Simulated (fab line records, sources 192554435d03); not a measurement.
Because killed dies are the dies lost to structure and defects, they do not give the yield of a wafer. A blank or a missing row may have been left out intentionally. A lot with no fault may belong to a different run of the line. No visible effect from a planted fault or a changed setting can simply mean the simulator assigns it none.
Split-lot trial ; flow n5Finfet ; 39 wafers read across 7 lots, on a route 1938 steps long

ABOUT THE SPLIT
At N5_DUMMY_GATE_CVD_03 (deposits a-Si from SiH4, target thk 150 nm, time 8042 s), the setting timeS was moved away from the recipe's 8042 s on 30 of the 39 wafers read, by -36.0% to +55.3%. All remaining wafers had this setting at the recipe value.

The split's own step is where the reading is taken.

THE READING
a-Si_of_DUMMY_GATE_CVD_03.thkNm (the simulator's own value, which no gauge read), in nm, at N5_DUMMY_GATE_CVD_03 (deposits a-Si from SiH4, target thk 150 nm, time 8042 s). No usual value for it is given in the file. Average 149.6 nm, standard deviation 1 nm, over the 9 wafers here run with the recipe.

wafer;tool, chamber at the split;timeS as run, s;against the recipe;a-Si_of_DUMMY_GATE_CVD_03.thkNm, nm;against lot-mates on the recipe
L075.1;-, -;5148;-36.0%;94.4;no lot-mate on the recipe
L075.2;-, -;5148;-36.0%;93.6;no lot-mate on the recipe
L075.3;-, -;5148;-36.0%;94.6;no lot-mate on the recipe
L075.4;-, -;5148;-36.0%;94.6;no lot-mate on the recipe
L075.5;-, -;5148;-36.0%;94.2;no lot-mate on the recipe
L075.6;-, -;5148;-36.0%;95.2;no lot-mate on the recipe
L084.1;-, -;11400;+41.8%;214.2;no lot-mate on the recipe
L084.2;-, -;11400;+41.8%;213.6;no lot-mate on the recipe
L084.5;-, -;11400;+41.8%;213.6;no lot-mate on the recipe
L084.3;-, -;11400;+41.8%;212.2;no lot-mate on the recipe
L084.4;-, -;11400;+41.8%;212;no lot-mate on the recipe
L084.6;-, -;11400;+41.8%;212.6;no lot-mate on the recipe
L086.1;lpcvd-02, 1/40;8042;recipe;148.2;-
L086.2;lpcvd-02, 1/45,1/50;8042;recipe;148.4;-
L086.3;lpcvd-02, 1/45,1/50;8042;recipe;148.4;-
L087.1;-, -;8042;recipe;150.8;-
L087.2;-, -;8042;recipe;150.8;-
L087.3;-, -;8042;recipe;149.6;-
L087.4;-, -;8042;recipe;150.6;-
L087.5;-, -;8042;recipe;150.4;-
L087.6;-, -;8042;recipe;149.2;-
L088.1;-, -;12490;+55.3%;237;no lot-mate on the recipe
L088.2;-, -;12490;+55.3%;237.6;no lot-mate on the recipe
L088.4;-, -;12490;+55.3%;237.6;no lot-mate on the recipe
L088.3;-, -;12490;+55.3%;234.8;no lot-mate on the recipe
L088.5;-, -;12490;+55.3%;237.2;no lot-mate on the recipe
L088.6;-, -;12490;+55.3%;237.4;no lot-mate on the recipe
L089.1;-, -;10400;+29.3%;194.6;no lot-mate on the recipe
L089.5;-, -;10400;+29.3%;194.6;no lot-mate on the recipe
L089.2;-, -;10400;+29.3%;195.2;no lot-mate on the recipe
L089.3;-, -;10400;+29.3%;194.4;no lot-mate on the recipe
L089.4;-, -;10400;+29.3%;193.8;no lot-mate on the recipe
L089.6;-, -;10400;+29.3%;195.8;no lot-mate on the recipe
L090.1;-, -;6643;-17.4%;120;no lot-mate on the recipe
L090.2;-, -;6643;-17.4%;121.6;no lot-mate on the recipe
L090.3;-, -;6643;-17.4%;120.6;no lot-mate on the recipe
L090.4;-, -;6643;-17.4%;121.2;no lot-mate on the recipe
L090.5;-, -;6643;-17.4%;120.2;no lot-mate on the recipe
L090.6;-, -;6643;-17.4%;120.8;no lot-mate on the recipe
Where a row lists several chambers, the file gives one row for several wafers and doesn't say which wafer went through which chamber.

THE FIT
A straight line over all 39 wafers: a-Si_of_DUMMY_GATE_CVD_03.thkNm changes by +1.56 nm for each +1% of timeS; r = +1.00; the points scatter about the line by 1.4 nm.
Too few moved wafers with a lot-mate on the recipe to fit a line net of each lot's own level.

THE FILE'S OWN FIT
a-Si_of_DUMMY_GATE_CVD_03.thkNm changes by +1.56 nm for each +1% of timeS, r = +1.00.
